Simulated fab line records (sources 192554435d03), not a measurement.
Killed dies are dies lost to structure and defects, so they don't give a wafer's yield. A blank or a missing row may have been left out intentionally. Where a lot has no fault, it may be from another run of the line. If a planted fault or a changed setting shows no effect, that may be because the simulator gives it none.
Matching of chambers | flow n5Finfet | 3 sister chambers for N5_BEOL_M4_CO_CAP_55 on cvdCo-02
The step material Co, precursor CCTBA/H2, target thk 2 nm, time 102.1 s. 3 wafers are shown with their chamber, then 7 later ones without.

EACH WAFER AND ITS CHAMBER
wafer  | chamber | heaterPowerW (W)
L417.4 | 1       | 222
L421.1 | 0       | 272
L421.2 | 2       | 278

WAFERS WHOSE CHAMBER IS MISSING
wafer  | heaterPowerW (W)
L421.3 | 224
L422.1 | 226
L422.2 | 287
L422.5 | 277
L423.1 | 229
L423.4 | 276
L423.5 | 223

EACH ONE'S CHAMBER
wafer  | from the rows above     | in truth
L421.3 | 1                       | 1
L422.1 | 1                       | 1
L422.2 | can't be placed: 2 or 0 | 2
L422.5 | can't be placed: 2 or 0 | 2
L423.1 | 1                       | 1
L423.4 | can't be placed: 2 or 0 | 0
L423.5 | 1                       | 1
Correctly placed: 4 of 7. Not placeable from these rows: 3 (in 3, the candidates include the true chamber). Wrongly placed: 0.
How it was worked out, from the rows above alone: a wafer's distance from a chamber is the root of the sum, over the readings, of the square of ((its reading less the chamber's mean) divided by the reading's scatter). If the next closest chamber is less than 2 further off than the closest, the wafer can't be placed; otherwise it belongs to the closest. A chamber's mean is the mean of its shown wafers. The scatter (one wafer shown for each chamber): square how far every hidden wafer sits from the nearest shown wafer, average those squares and take the square root.
